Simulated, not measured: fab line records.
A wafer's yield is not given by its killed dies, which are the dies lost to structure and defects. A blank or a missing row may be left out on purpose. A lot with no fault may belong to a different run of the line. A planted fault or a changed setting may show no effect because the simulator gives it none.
fab line records    flow n5Finfet
record lots=9  wafers=24  lastDay=17
route steps=1938 shown FIN_SAQP@146 FIN_CUT@167 BEOL_M4@1111
lots untouched by any fault: they come from a run of this same line in which no faults occurred
startH: start of the lot's first displayed wafer, in hours after the record's first day    waitH: how many hours have passed since the lot's step before this one    " same as the row above    L1.1+2: several wafers, shown together as one row    - value missing, or start not given    * or withheld: withheld    < > ~ a bound
route shown NAME@n: NAME is a module with steps in the file, n the number in the route of the first one    usual: mean and standard deviation over wafers with no fault    same: alike in all rows    chamber/n: place in a boat    sites: the reading at each site    _std_site: standard deviation across them    _edge_site: outer sites' mean less inner sites'    radiusMm: for every site, how far away it sits from the centre of the wafer    mask NAME#n: copy n    behind: the tool/chamber that last shaped the wafer    hold: cause of the lot's hold/its duration in hours/its outcome    device: whichever transistor did not switch (one of n, p or np)    end of line: tests of these same wafers at the route's end    a step with no rows: only its recipe    killed: at the first sort, the dies lost to defects and structure; wafer yield is something else    map: a wafer's dies, marking killed ones x, the rest . and places with no die _
set.NAME: the setting the step ran with; set.NAME@STEP: the setting that earlier step ran with    model.NAME: the simulator's own value behind a step, which no gauge read
the route's steps for a sample of lots (tables are steps, rows are wafers)
services: a tool's chamber out of use, with start hour (startH, from the record's first day; less than 0 if before it), hours out, and reason
## steps
# step N5_FIN_SAQP_ETCH_64
# recipe chemistry=CF4  target=SiO2  targetDepthA=15  ionEnergyEv=350  pressureMtorr=10  icpW=800  biasW=400  cf4FlowSccm=80
# usual drypumpMotorCurrentA=5.7/0.42  oesProductAu=0.990/0.022  throttleValvePct=21.71/0.26
lot.wafer  tool      chamber  startH  waitH  drypumpMotorCurrentA  oesProductAu  rfHoursCounterH  throttleValvePct
L276.4     rieSi-03  1        28.17   0.0    5.8                   0.967         3                21.79
L276.5     "         0        "       "      5.7                   1.010         -                21.67
L276.6     "         1        "       "      5.8                   0.969         -                21.81
L278.1     rieSi-02  1        38.72   0.0    5.2                   0.979         118              22.24
L278.3     "         3        "       "      5.4                   0.972         116              21.52
L278.4     "         0        "       "      5.1                   1.003         7                21.90
L284.1     rieSi-02  3        75.69   0.0    5.4                   0.994         116              21.51
L284.4     "         2        "       "      5.7                   0.968         68               21.36
L284.6     "         2        "       "      5.8                   0.965         -                21.36
L285.1     rieSi-03  1        82.67   0.0    5.8                   0.961         4                21.80
L285.5     "         0        "       "      5.7                   1.001         -                21.68
L287.5     rieSi-02  1        95.92   0.0    5.2                   0.983         -                22.25
L287.6     "         2        "       "      5.7                   0.968         -                21.37
L288.1     rieSi-02  1        101.39  0.0    5.2                   0.973         119              22.24
L288.3     "         2        "       "      5.7                   0.956         68               21.38
L288.4     "         3        "       "      5.5                   0.995         117              21.52
L290.3     rieSi-04  2        112.67  0.0    4.9                   1.021         8                21.47
L290.5     "         1        "       "      6.3                   1.026         -                21.76
L290.6     "         0        "       "      5.9                   1.014         -                21.42
L294.1     rieSi-04  2        137.79  0.0    5.0                   1.010         8                21.47
L294.6     "         3        "       "      6.3                   1.010         -                21.63
L299.1     rieSi-02  0        164.40  0.0    5.1                   1.008         9                21.91
L299.3     "         3        "       "      5.4                   0.999         118              21.52
L299.5     "         0        "       "      5.1                   1.003         -                21.90
# step N5_FIN_CUT_ETCH_30
# recipe chemistry=N2/H2  target=underlayer  targetDepthA=130  maskMaterial=CAR-EUV  timeS=10.4  ionEnergyEv=200  pressureMtorr=30  sourceW=840  biasW=150  n2FlowSccm=200  h2FlowSccm=200  ends=cleared
# usual drypumpMotorCurrentA=5.6/0.5  etchRfOnTimeS=10.38/0.26  h2FlowSccm=200.0/0.6  oesProductAu=0.65/0.075  rfVppV=523.5/2.6  showerheadPlenumPTorr=2.52/0.084  throttleValvePct=17.8/0.35
lot.wafer  tool        chamber  startH  waitH  drypumpMotorCurrentA  etchRfOnTimeS  h2FlowSccm  oesProductAu  rfHoursCounterH  rfVppV  showerheadPlenumPTorr  throttleValvePct
L276.4     rieDiel-03  2        29.19   0.0    6.6                   10.47          200.2       0.68          -                527.1   2.65                   17.5
L276.5     "           0        "       "      5.6                   10.29          200.6       0.62          -                524.6   2.51                   18.0
L276.6     "           3        "       "      5.4                   10.40          199.6       0.61          -                524.8   2.52                   18.2
L278.1     rieDiel-03  3        39.67   0.0    5.4                   10.29          199.4       0.61          215              521.2   2.51                   18.2
L278.3     "           0        "       "      5.7                   10.22          198.4       0.62          199              523.3   2.51                   18.0
L278.4     "           2        "       "      6.6                   10.42          200.1       0.68          -                527.4   2.65                   17.5
L284.1     rieDiel-04  0        76.42   0.0    5.1                   10.02          199.8       0.63          177              522.0   2.42                   17.7
L284.4     "           1        "       "      5.0                   10.40          200.7       0.64          137              519.5   2.44                   17.8
L284.6     "           2        "       "      6.3                   10.15          200.3       0.62          -                523.0   2.53                   18.2
L285.1     rieDiel-05  1        83.56   0.0    5.8                   11.08          200.4       0.60          207              521.0   2.43                   18.0
L285.5     "           0        "       "      5.5                   10.33          201.4       0.81          -                524.2   2.58                   17.1
L287.5     rieDiel-04  0        96.77   0.0    5.1                   10.03          200.3       0.64          -                522.7   2.42                   17.7
L287.6     "           3        "       "      6.1                   10.36          199.6       0.69          -                521.7   2.46                   17.7
L288.1     rieDiel-03  1        102.12  0.0    4.9                   10.45          199.5       0.78          17               530.0   2.71                   18.1
L288.3     "           0        "       "      5.6                   10.33          200.1       0.60          218              523.1   2.50                   18.0
L288.4     "           3        "       "      5.4                   10.51          200.1       0.60          232              523.1   2.51                   18.2
L290.3     rieDiel-05  3        113.53  0.0    5.0                   10.25          200.1       0.60          229              522.3   2.50                   17.6
L290.5     "           1        "       "      5.8                   10.96          200.2       0.60          -                519.2   2.43                   18.0
L290.6     "           0        "       "      5.5                   10.25          200.2       0.81          -                525.3   2.58                   17.1
L294.1     rieDiel-04  2        138.65  0.0    6.3                   10.18          199.6       0.62          206              523.1   2.52                   18.2
L294.6     "           1        "       "      5.0                   10.40          200.2       0.62          -                519.9   2.43                   17.8
L299.1     rieDiel-05  2        165.13  0.0    5.7                   10.22          200.6       0.58          232              525.8   2.60                   17.4
L299.3     "           1        "       "      5.8                   10.96          199.3       0.60          233              520.9   2.42                   18.1
L299.5     "           1        "       "      5.8                   10.91          198.5       0.58          -                519.8   2.42                   18.1
# step N5_FIN_CUT_CUT_ETCH_15
# recipe chemistry=HBr/Cl2/O2  target=Si  targetDepthA=1000  btTimeS=10  maskMaterial=SOC  timeS=42.4  ionEnergyEv=*  biasW=*  pressureMtorr=10  icpW=800  HBr_flow_sccm=150  Cl2_flow_sccm=80  O2_flow_sccm=12
# usual drypumpMotorCurrentA=5.9/0.43  oes_o_777_au=0.97/0.046  oesProductAu=0.999/0.015  throttleValvePct=37.1/0.37
lot.wafer  tool      chamber  startH  waitH  drypumpMotorCurrentA  oes_o_777_au  oesProductAu  rfHoursCounterH  throttleValvePct
L276.4     rieSi-01  3        29.78   0.0    5.7                   0.92          0.985         159              37.6
L276.5     "         1        "       "      5.2                   1.01          1.012         -                37.4
L276.6     "         2        "       "      5.5                   1.00          0.987         -                36.6
L278.1     rieSi-05  1        40.26   0.1    5.8                   1.05          1.019         7                36.6
L278.3     "         0        "       "      5.8                   0.95          1.013         22               37.0
L278.4     "         3        "       "      5.7                   0.92          0.985         184              37.0
L284.1     rieSi-01  0        77.01   0.1    6.7                   0.98          1.006         130              37.2
L284.4     "         2        "       "      5.5                   1.01          0.989         -                36.6
L284.6     "         3        "       "      5.7                   0.93          0.973         -                37.6
L285.1     rieSi-06  1        85.06   0.1    6.1                   0.91          1.008         17               37.4
L285.5     "         3        "       "      5.3                   1.00          0.984         -                37.0
L287.5     rieSi-01  1        97.39   0.1    5.2                   1.00          1.009         -                37.4
L287.6     "         2        "       "      5.5                   1.01          0.992         -                36.6
L288.1     rieSi-01  1        102.72  0.1    5.2                   1.01          1.022         181              37.4
L288.3     "         0        "       "      6.7                   0.98          1.009         131              37.2
L288.4     "         2        "       "      5.5                   1.00          0.987         56               36.6
L290.3     rieSi-01  0        114.15  0.0    6.8                   0.98          0.999         131              37.2
L290.5     "         1        "       "      5.2                   1.01          1.055         -                37.4
L290.6     "         0        "       "      6.8                   0.98          1.004         -                37.2
L294.1     rieSi-01  1        139.24  0.1    5.2                   1.01          1.047         181              37.4
L294.6     "         1        "       "      5.2                   1.01          1.012         -                37.4
L299.1     rieSi-05  1        165.72  0.1    5.9                   1.05          1.022         9                36.6
L299.3     "         0        "       "      5.8                   0.95          1.005         24               36.9
L299.5     "         0        "       "      5.9                   0.96          1.005         -                37.0
# step N5_FIN_CUT_STRIP_22
# recipe chemistry=N2/H2  powerW=500  tempC=40  pressureMtorr=50  rfFrequencyHz=6e+07  overashFraction=0.3  biasPowerW=8  h2Frac=0.5  n2FlowSccm=300  h2FlowSccm=300
# usual drypumpMotorCurrentA=5.6/0.52  h2FlowSccm=300.0/0.81  oesProductAu=0.75/0.082  rfVppV=53.9/2.3  showerheadPlenumPTorr=3.34/0.11  throttleValvePct=18.9/0.51
lot.wafer  tool        chamber  startH  waitH  drypumpMotorCurrentA  h2FlowSccm  oesProductAu  rfHoursCounterH  rfVppV  showerheadPlenumPTorr  throttleValvePct
L276.4     rieDiel-04  0        29.92   0.1    5.1                   300.5       0.74          -                50.7    3.21                   18.7
L276.5     "           2        "       "      6.3                   300.1       0.71          -                55.1    3.35                   19.5
L276.6     "           1        "       "      5.0                   298.6       0.78          -                59.7    3.23                   19.0
L278.1     rieDiel-03  3        40.38   0.0    5.5                   300.6       0.72          215              57.3    3.32                   19.5
L278.3     "           2        "       "      6.6                   301.1       0.79          112              53.4    3.49                   18.5
L278.4     "           0        "       "      5.6                   300.5       0.72          -                51.5    3.32                   19.2
L284.1     rieDiel-05  3        77.13   0.0    5.0                   300.0       0.70          217              50.6    3.31                   18.5
L284.4     "           0        "       "      5.5                   299.6       0.95          9                49.3    3.41                   17.8
L284.6     "           2        "       "      5.7                   300.6       0.69          -                54.6    3.45                   18.2
L285.1     rieDiel-04  0        85.20   0.1    5.1                   300.9       0.73          180              60.5    3.21                   18.7
L285.5     "           1        "       "      5.0                   299.4       0.74          -                50.1    3.22                   19.0
L287.5     rieDiel-04  0        97.51   0.0    5.1                   299.9       0.71          -                60.2    3.20                   18.7
L287.6     "           3        "       "      6.1                   299.3       0.79          -                54.0    3.25                   18.7
L288.1     rieDiel-05  3        102.84  0.0    5.0                   300.8       0.70          226              54.2    3.31                   18.5
L288.3     "           0        "       "      5.5                   301.6       0.94          18               50.5    3.41                   17.9
L288.4     "           1        "       "      5.8                   299.0       0.72          213              55.8    3.21                   19.5
L290.3     rieDiel-04  1        114.29  0.1    5.0                   301.7       0.75          148              53.9    3.22                   19.0
L290.5     "           0        "       "      5.1                   300.5       0.72          -                55.9    3.20                   18.8
L290.6     "           3        "       "      6.1                   298.0       0.80          -                52.5    3.25                   18.7
L294.1     rieDiel-03  2        139.36  0.0    6.6                   301.2       0.76          141              55.0    3.47                   18.5
L294.6     "           2        "       "      6.6                   299.8       0.77          -                54.2    3.47                   18.6
L299.1     rieDiel-03  1        165.85  0.1    4.9                   300.2       0.88          38               52.8    3.56                   19.4
L299.3     "           0        "       "      5.7                   298.7       0.68          239              55.9    3.30                   19.3
L299.5     "           1        "       "      4.9                   300.6       0.88          -                51.9    3.56                   19.4
# step N5_BEOL_M4_RC_MEAS_101
# usual DIBL_N=36.1/1.5  DIBL_P=36.1/1.9  IOFF_N=0.159/0.029  IOFF_P=0.21/0.038  ION_N=675/11  ION_P=464/8.1  SS_N=71.5/0.57  SS_P=73.3/0.64  VT_N=249/3.1  VT_P=-250/3.8
lot.wafer  tool       chamber  startH  waitH  DIBL_N[mV/V]  DIBL_P[mV/V]  IOFF_N[nA/um]  IOFF_P[nA/um]  ION_N[uA/um]  ION_P[uA/um]  SS_N[mV/dec]  SS_P[mV/dec]  VT_N[mV]  VT_P[mV]
L276.4     prober-01  0        158.90  0.5    37.0          37.6          0.149          0.21           664           462           71.6          73.3          249       -251
L276.5     "          0        "       "      35.4          34.6          0.118          0.17           654           457           71.8          72.9          255       -254
L276.6     "          0        "       "      37.2          38.3          0.144          0.22           664           461           71.6          73.2          252       -251
L278.1     prober-02  0        176.70  0.0    33.6          32.4          0.118          0.18           668           461           71.4          72.6          257       -248
L278.3     "          0        "       "      35.6          35.8          0.147          0.22           680           471           72.0          73.4          251       -249
L278.4     "          0        "       "      36.6          36.9          0.173          0.24           691           471           72.1          73.4          248       -249
L284.1     prober-02  0        219.08  0.0    37.8          38.2          0.171          0.24           679           470           72.0          74.1          250       -249
L284.4     "          0        "       "      37.4          37.0          0.156          0.21           670           456           71.8          73.5          254       -249
L284.6     "          0        "       "      36.2          36.6          0.140          0.21           657           465           71.6          73.0          249       -250
L285.1     prober-02  0        220.88  0.0    37.8          37.7          0.172          0.25           677           474           71.8          73.7          247       -246
L285.5     "          0        "       "      36.9          36.1          0.151          0.23           676           466           71.4          73.1          249       -247
L287.5     prober-01  0        227.34  0.6    36.3          36.1          0.173          0.26           686           468           70.9          73.7          246       -244
L287.6     "          0        "       "      37.4          37.4          0.209          0.29           695           477           72.2          74.1          245       -241
L288.1     prober-01  0        245.48  0.0    33.0          32.4          0.104          0.15           660           446           70.9          72.5          255       -254
L288.3     "          0        "       "      36.2          35.5          0.145          0.18           664           456           71.4          73.0          252       -253
L288.4     "          0        "       "      33.8          33.0          0.109          0.15           668           453           71.1          72.2          256       -254
L290.3     prober-02  0        249.42  0.6    36.8          35.6          0.172          0.18           677           454           71.0          73.2          248       -253
L290.5     "          0        "       "      36.2          35.5          0.175          0.20           692           470           70.5          73.2          247       -252
L290.6     "          0        "       "      37.0          36.4          0.184          0.19           686           452           71.6          74.3          245       -254
L294.1     prober-01  0        274.06  0.0    35.3          36.4          0.159          0.21           688           463           72.2          73.5          248       -249
L294.6     "          0        "       "      37.3          39.1          0.206          0.26           689           468           72.0          74.1          244       -247
L299.1     prober-01  0        321.45  0.0    36.2          36.8          0.181          0.23           684           469           71.1          73.3          247       -247
L299.3     "          0        "       "      36.6          36.4          0.180          0.23           680           468           70.9          72.5          246       -248
L299.5     "          0        "       "      34.8          36.0          0.168          0.23           686           473           71.5          73.6          244       -247
## services
tool        chamber  startH  hours  kind
rieSi-02    -        17.35   0.1    repair
rieDiel-04  3        27.16   7.9    repair
rieDiel-03  1        27.51   -      clean
rieDiel-03  1        27.51   -      consumableReplace:focusRing
rieDiel-03  1        27.51   -      consumableReplace:showerhead
rieDiel-03  1        27.51   19.0   scheduledDown
rieDiel-03  1        27.51   19.0   ventCycle
rieDiel-05  0        29.58   -      clean
rieSi-02    -        32.88   2.8    pm
rieDiel-04  1        53.11   2.4    repair
rieSi-01    3        63.25   2.8    repair
rieSi-01    1        72.85   15.0   repair
rieSi-04    1        99.50   3.5    repair
rieSi-02    -        109.96  0.3    repair
rieSi-06    3        118.00  4.1    repair
rieSi-05    2        142.00  35.5   repair
rieSi-01    1        145.51  2.4    repair
rieSi-06    3        146.01  1.5    repair
rieSi-05    -        149.31  2.8    pm
rieSi-03    -        159.61  0.3    repair
rieDiel-03  3        162.99  -      clean
rieDiel-03  3        162.99  -      consumableReplace:focusRing
rieDiel-03  3        162.99  17.8   scheduledDown
rieDiel-03  3        162.99  17.8   ventCycle
## key
firstSign step=N5_FIN_CUT_CUT_ETCH_15  reading=oesProductAu  direction=up  sigmas=3.4  usual=0.999  struck=1.051
effect none on later readings
metAt N5_FIN_CUT_CUT_ETCH_15
struckLots L290,L294
struckWafers L290.5,L294.1
notActingAt N5_FIN_SAQP_ETCH_64,N5_FIN_CUT_ETCH_30,N5_FIN_CUT_STRIP_22
onsetBetween 102.72 114.15
fault kind=processParameterDrift  tool=rieSi-01  chamber=-  onsetH=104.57  steps=N5_FIN_CUT_CUT_ETCH_15  channel=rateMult  offset=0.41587  shape=step  endH=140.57  scope=struckWafersOnly
